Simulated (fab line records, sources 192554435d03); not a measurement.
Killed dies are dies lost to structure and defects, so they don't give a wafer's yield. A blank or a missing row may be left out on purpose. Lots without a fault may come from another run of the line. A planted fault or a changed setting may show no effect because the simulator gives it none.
Which tool did it? | flow n5_finfet | 8 lots, 24 wafers sampled, at 8 steps of a route of 1938

WHAT THE GAUGES READ, wafer by wafer
N5_SPACER0_INSPECT_04: inspects for defects (darkfield). Usual: raw_defect_count 129, standard deviation 27.
lot  | measured    | on                | raw_defect_count | flag
L979 | day 5 00:49 | defect_inspect-01 | 154 129 179      |
L980 | day 5 05:12 | defect_inspect-02 | 127 143 138      |
L981 | day 5 12:58 | defect_inspect-01 | 168 117 156      |
L986 | day 6 17:40 | defect_inspect-02 | 1279 1188 1270   | OFF
L987 | day 7 00:43 | defect_inspect-02 | 1243 1246 1213   | OFF
L990 | day 7 18:24 | defect_inspect-02 | 99 121 85        |
L991 | day 8 02:14 | defect_inspect-01 | 153 172 149      |
L993 | day 8 14:44 | defect_inspect-02 | 150 91 127       |

N5_SD_EPI_N_OVL_MEAS_10. Usual: SD_N_BLK_OVL -0.4 nm, standard deviation 0.81.
lot  | measured    | on         | SD_N_BLK_OVL (nm) | flag
L979 | day 5 01:15 | overlay-01 | -1.4 -1.0 -2.1    |
L980 | day 5 05:30 | overlay-01 | 0.5 0.1 -0.8      |
L981 | day 5 13:16 | overlay-01 | 0.0 -0.2 -0.6     |
L986 | day 6 18:05 | overlay-02 | 0.2 0.3 -0.6      |
L987 | day 7 01:02 | overlay-01 | -0.7 -2.1 -1.2    |
L990 | day 7 18:43 | overlay-01 | 0.2 -0.7 -0.6     |
L991 | day 8 02:40 | overlay-01 | 0.2 -0.1 -0.8     |
L993 | day 8 15:10 | overlay-02 | 0.3 0.8 -0.3      |

N5_SD_EPI_N_INSPECT_11: inspects for defects (macro). Usual: raw_defect_count 2.1, standard deviation 1.4.
lot  | measured    | on                | raw_defect_count | flag
L979 | day 5 01:16 | defect_inspect-02 | 1 5 4            |
L980 | day 5 05:32 | defect_inspect-02 | 3 1 2            |
L981 | day 5 13:18 | defect_inspect-02 | 1 0 1            |
L986 | day 6 18:07 | defect_inspect-01 | >300 >300 >300   | OFF
L987 | day 7 01:03 | defect_inspect-01 | >300 >300 >300   | OFF
L990 | day 7 18:44 | defect_inspect-02 | 3 4 1            |
L991 | day 8 02:41 | defect_inspect-01 | 3 4 3            |
L993 | day 8 15:11 | defect_inspect-01 | 3 0 4            |

N5_SD_EPI_N_INSPECT_26: inspects for defects (darkfield). Usual: raw_defect_count 204, standard deviation 39.
lot  | measured    | on                | raw_defect_count | flag
L979 | day 5 05:25 | defect_inspect-02 | 254 166 246      |
L980 | day 5 09:53 | defect_inspect-01 | 231 318 278      |
L981 | day 5 18:34 | defect_inspect-02 | 273 210 248      |
L986 | day 6 22:13 | defect_inspect-01 | 1321 1210 1310   | OFF
L987 | day 7 05:16 | defect_inspect-02 | 1289 1287 1283   | OFF
L990 | day 7 22:44 | defect_inspect-01 | 175 199 229      |
L991 | day 8 06:50 | defect_inspect-02 | 197 221 213      |
L993 | day 8 19:36 | defect_inspect-02 | 209 128 188      |

N5_BEOL_M4_RC_MEAS_101. Usual: DIBL_N 36.3 mV/V, standard deviation 1; DIBL_P 36.2 mV/V, standard deviation 1.4; IOFF_N 0.157 nA/um, standard deviation 0.021; IOFF_P 0.206 nA/um, standard deviation 0.025; ION_N 673 uA/um, standard deviation 9; ION_P 461 uA/um, standard deviation 6.4; SS_N 71.5 mV/dec, standard deviation 0.5; SS_P 73.2 mV/dec, standard deviation 0.47; VT_N 249.9 mV, standard deviation 2.4; VT_P -250.6 mV, standard deviation 2.9.
lot  | measured     | on        | DIBL_N (mV/V)  | DIBL_P (mV/V)  | IOFF_N (nA/um)    | IOFF_P (nA/um)    | ION_N (uA/um) | ION_P (uA/um) | SS_N (mV/dec)  | SS_P (mV/dec)  | VT_N (mV)         | VT_P (mV)            | flag
L979 | day 9 14:26  | prober-02 | 36.2 36.6 36.2 | 35.7 35.6 35.8 | 0.148 0.154 0.151 | 0.186 0.178 0.182 | 673 675 677   | 457 456 467   | 71.8 71.9 71.1 | 73.9 72.4 73.3 | 250.7 248.6 250.7 | -252.1 -251.9 -252.5 |
L980 | day 9 19:16  | prober-02 | 35.4 36.5 36.2 | 35.4 36.8 35.5 | 0.140 0.175 0.159 | 0.180 0.203 0.186 | 663 685 661   | 451 465 450   | 70.8 72.0 71.9 | 73.5 73.5 73.4 | 252.7 246.5 250.9 | -250.7 -250.9 -254.0 |
L981 | day 9 23:08  | prober-02 | 35.7 37.5 35.7 | 34.6 36.7 34.4 | 0.132 0.153 0.135 | 0.177 0.205 0.174 | 668 664 659   | 458 458 456   | 71.7 71.8 71.9 | 72.9 73.6 72.6 | 250.7 251.9 251.5 | -251.9 -251.3 -251.5 |
L986 | day 11 23:32 | prober-02 | 35.6 37.0 36.3 | 35.0 35.2 35.1 | 0.139 0.150 0.145 | 0.220 0.224 0.217 | 666 671 661   | 466 462 462   | 71.5 71.8 71.1 | 72.8 73.1 72.9 | 251.5 250.7 251.4 | -247.1 -247.0 -247.4 |
L987 | day 11 15:38 | prober-01 | 36.5 38.0 36.4 | 35.7 37.5 35.4 | 0.142 0.169 0.138 | 0.199 0.228 0.196 | 665 666 658   | 454 463 456   | 71.3 71.4 71.1 | 73.1 73.5 73.1 | 250.0 249.7 250.6 | -250.1 -248.1 -253.0 |
L990 | day 12 17:07 | prober-02 | 37.5 35.4 35.9 | 35.7 34.3 34.6 | 0.148 0.120 0.132 | 0.179 0.157 0.162 | 665 667 660   | 448 455 455   | 71.8 70.2 72.1 | 73.4 72.9 72.3 | 251.7 252.6 252.5 | -255.2 -255.0 -255.7 |
L991 | day 12 23:17 | prober-01 | 35.8 34.6 35.3 | 36.5 35.0 35.7 | 0.162 0.136 0.152 | 0.227 0.198 0.210 | 680 670 677   | 469 467 468   | 71.4 71.5 71.4 | 74.0 72.7 73.7 | 245.4 251.9 251.6 | -247.4 -251.0 -245.4 |
L993 | day 13 13:49 | prober-02 | 37.8 35.6 33.4 | 38.4 35.6 32.3 | 0.180 0.145 0.106 | 0.230 0.187 0.148 | 674 664 663   | 462 457 455   | 71.7 72.1 70.7 | 74.2 72.9 72.3 | 248.4 251.5 255.4 | -251.4 -251.2 -255.0 |

WHICH TOOL RAN EACH LOT (tool, then ch and the chambers of the sampled wafers, then the start)
lot  | N5_DUMMY_GATE_ETCH_31             | N5_DUMMY_GATE_ETCH_44           | N5_SPACER0_ALD_08
L979 | rie_diel-01 ch 0,3, day 4 22:59   | rie_si-05 ch 0,1,3, day 4 23:19 | ald_sin-04 ch 0,2,3, day 5 00:40
L980 | rie_diel-05 ch 1,2,3, day 5 03:52 | rie_si-01 ch 0,1,3, day 5 04:12 | ald_sin-02 ch 0,2,3, day 5 05:02
L981 | rie_diel-01 ch 0,2,3, day 5 11:38 | rie_si-01 ch 1,2, day 5 11:58   | ald_sin-02 ch 1,2,3, day 5 12:49
L986 | rie_diel-05 ch 0,1, day 6 15:45   | rie_si-05 ch 0,1,3, day 6 16:05 | ald_sin-02 ch 1,2,3, day 6 17:30
L987 | rie_diel-03 ch 1,2,3, day 6 23:14 | rie_si-06 ch 1,2,3, day 6 23:35 | ald_sin-02 ch 0,1,3, day 7 00:34
L990 | rie_diel-03 ch 0,1,2, day 7 17:04 | rie_si-05 ch 0,1,2, day 7 17:25 | ald_sin-01 ch 0,2, day 7 18:15
L991 | rie_diel-03 ch 0,2,3, day 8 00:37 | rie_si-05 ch 0,1,3, day 8 00:57 | ald_sin-01 ch 1,2,3, day 8 02:04
L993 | rie_diel-05 ch 0,1,3, day 8 12:10 | rie_si-05 ch 0,1, day 8 12:31   | ald_sin-04 ch 0,1,3, day 8 14:34
- N5_DUMMY_GATE_ETCH_31: etches SiO2 in C4F6/O2, target depth 82.5 nm, time 27.5 s.
- N5_DUMMY_GATE_ETCH_44: etches poly-Si in HBr/O2, stops on SiO2, target depth 127.5 nm.
- N5_SPACER0_ALD_08: deposits SiNx, target thk 2 nm.

WHAT THE TOOLS THEMSELVES READ (means of the sampled wafers that have a number; where no wafer has one, the mark that the record gives instead)
N5_DUMMY_GATE_ETCH_31. Usual: drypump_motor_current_A 5.7 A, standard deviation 0.6; oes_product_au 0.76 a.u., standard deviation 0.081; rf_vpp_V 664 V, standard deviation 5.4; showerhead_plenum_p_Torr 2.87 Torr, standard deviation 0.11; throttle_valve_pct 21.16 %, standard deviation 0.17.
lot  | tool        | drypump_motor_current_A (A) | oes_product_au (a.u.) | rf_vpp_V (V) | showerhead_plenum_p_Torr (Torr) | throttle_valve_pct (%) | flag
L979 | rie_diel-01 | 5.6                         | 0.70                  | 666          | 2.93                            | 21.24                  |
L980 | rie_diel-05 | 6.3                         | 0.74                  | 662          | 2.76                            | 21.27                  |
L981 | rie_diel-01 | 5.7                         | 0.72                  | 664          | 2.94                            | 21.30                  |
L986 | rie_diel-05 | 5.6                         | 0.76                  | 668          | 2.80                            | 21.23                  |
L987 | rie_diel-03 | 5.3                         | 0.77                  | 664          | 2.85                            | 20.97                  |
L990 | rie_diel-03 | 5.3                         | 0.73                  | 668          | 2.94                            | 21.02                  |
L991 | rie_diel-03 | 5.3                         | 0.74                  | 666          | 2.84                            | 21.00                  |
L993 | rie_diel-05 | 5.8                         | 0.78                  | 662          | 2.78                            | 21.21                  |

N5_DUMMY_GATE_ETCH_44. Usual: drypump_motor_current_A 5.9 A, standard deviation 0.49; oes_product_au 0.732 a.u., standard deviation 0.0091; throttle_valve_pct 18.55 %, standard deviation 0.2.
lot  | tool      | drypump_motor_current_A (A) | oes_product_au (a.u.) | throttle_valve_pct (%) | flag
L979 | rie_si-05 | 5.9                         | 0.738                 | 18.40                  |
L980 | rie_si-01 | 6.3                         | 0.725                 | 18.68                  |
L981 | rie_si-01 | 6.2                         | 0.739                 | 18.52                  |
L986 | rie_si-05 | 5.9                         | 0.734                 | 18.40                  |
L987 | rie_si-06 | 5.5                         | 0.721                 | 18.50                  |
L990 | rie_si-05 | 5.4                         | 0.734                 | 18.52                  |
L991 | rie_si-05 | 5.9                         | 0.739                 | 18.42                  |
L993 | rie_si-05 | 5.4                         | 0.731                 | 18.53                  |

N5_SPACER0_ALD_08. Usual: heater_power_w 800 W, standard deviation 91.
lot  | tool       | heater_power_w (W) | flag
L979 | ald_sin-04 | 782                |
L980 | ald_sin-02 | 870                |
L981 | ald_sin-02 | 842                |
L986 | ald_sin-02 | 829                |
L987 | ald_sin-02 | 834                |
L990 | ald_sin-01 | 820                |
L991 | ald_sin-01 | 839                |
L993 | ald_sin-04 | 787                |

THE ANSWER, worked out from the rows above alone
Rule: a lot is off if the mean of its wafers that have a number lies more than 3 standard deviations from the usual mean. A lot without any number at a reading at which 4 lots or more have one is off too. The other lots that the step has rows for count as sound. The gauges are gone through in route order, then the tools' own readings, and for those a lot's mean is taken as printed above. The first step at which some lot is off is used, and at that step the reading that is off furthest; a lot without a number counts as furthest.
Off: L986, L987, at N5_SPACER0_INSPECT_04 (raw_defect_count).
A tool fits if, at a process step before that reading, it ran every lot that is off, and no sound lot after the first of them. The gauges at N5_SPACER0_INSPECT_04 aren't tried: what is off there is off at N5_SD_EPI_N_INSPECT_11 too, on other tools, and a gauge's error can't cause that. One fits: ald_sin-02 at N5_SPACER0_ALD_08. Its last sound lot is L981 (day 5 12:49), its first lot that is off L986 (day 6 17:30): a fault that began between those two fits.

WHAT THE SIMULATOR HAD PUT IN
Chamber particle source: ald_sin-02, from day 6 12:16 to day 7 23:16, at N5_SPACER0_ALD_08. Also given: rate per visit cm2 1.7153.
Lots struck among those shown: L986, L987. The rule above found the same.
